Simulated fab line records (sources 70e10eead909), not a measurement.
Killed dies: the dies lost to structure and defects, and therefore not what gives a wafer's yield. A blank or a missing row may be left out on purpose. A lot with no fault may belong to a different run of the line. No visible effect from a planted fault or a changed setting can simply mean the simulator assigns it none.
Chamber matching    flow nand-harc    NHARC_A_STAIRCASE_ETCH_313 on rie-diel-01 has 4 sister chambers
The step etches the open film in CF4/CHF3. 8 wafers are shown with their chamber, then 9 later ones without.

EACH WAFER AND ITS CHAMBER
wafer   chamber  drypump-motor-current-A (A)  showerhead-plenum-p-Torr (Torr)
L075.1  3        4.9                          1.50
L076.4  3        4.9                          1.50
L079.2  1        6.7                          1.59
L081.1  0        5.5                          1.57
L081.6  2        5.6                          1.56
L086.2  1        6.7                          1.58
L086.3  0        5.5                          1.56
L086.5  2        5.7                          1.56

WAFERS WHOSE CHAMBER IS MISSING
wafer   drypump-motor-current-A (A)  showerhead-plenum-p-Torr (Torr)
L089.2  5.7                          1.55
L089.3  6.7                          1.58
L089.5  5.7                          1.55
L090.2  4.9                          1.49
L090.3  6.7                          1.58
L090.6  6.7                          1.58
L096.2  4.9                          1.48
L096.3  5.5                          1.56
L096.5  4.9                          1.48

EACH ONE'S CHAMBER
wafer   from the rows above  in truth
L089.2  2                    2
L089.3  1                    1
L089.5  2                    2
L090.2  3                    3
L090.3  1                    1
L090.6  1                    1
L096.2  3                    3
L096.3  0                    0
L096.5  3                    3
Placed correctly: 9 of 9. Can't be placed from these rows: 0. Wrongly placed: 0.
How it was worked out, from the rows above alone: a wafer's distance from a chamber is the root of the sum, over the readings, of the square of ((its reading less the chamber's mean) divided by the reading's scatter). If the next closest chamber is less than 2 further off than the closest, the wafer can't be placed; otherwise it belongs to the closest. A chamber's mean is the mean of its shown wafers. The scatter is the square root of a quotient: the sum, over the shown wafers, of each reading's squared deviation from its chamber's mean, divided by wafers minus chambers.
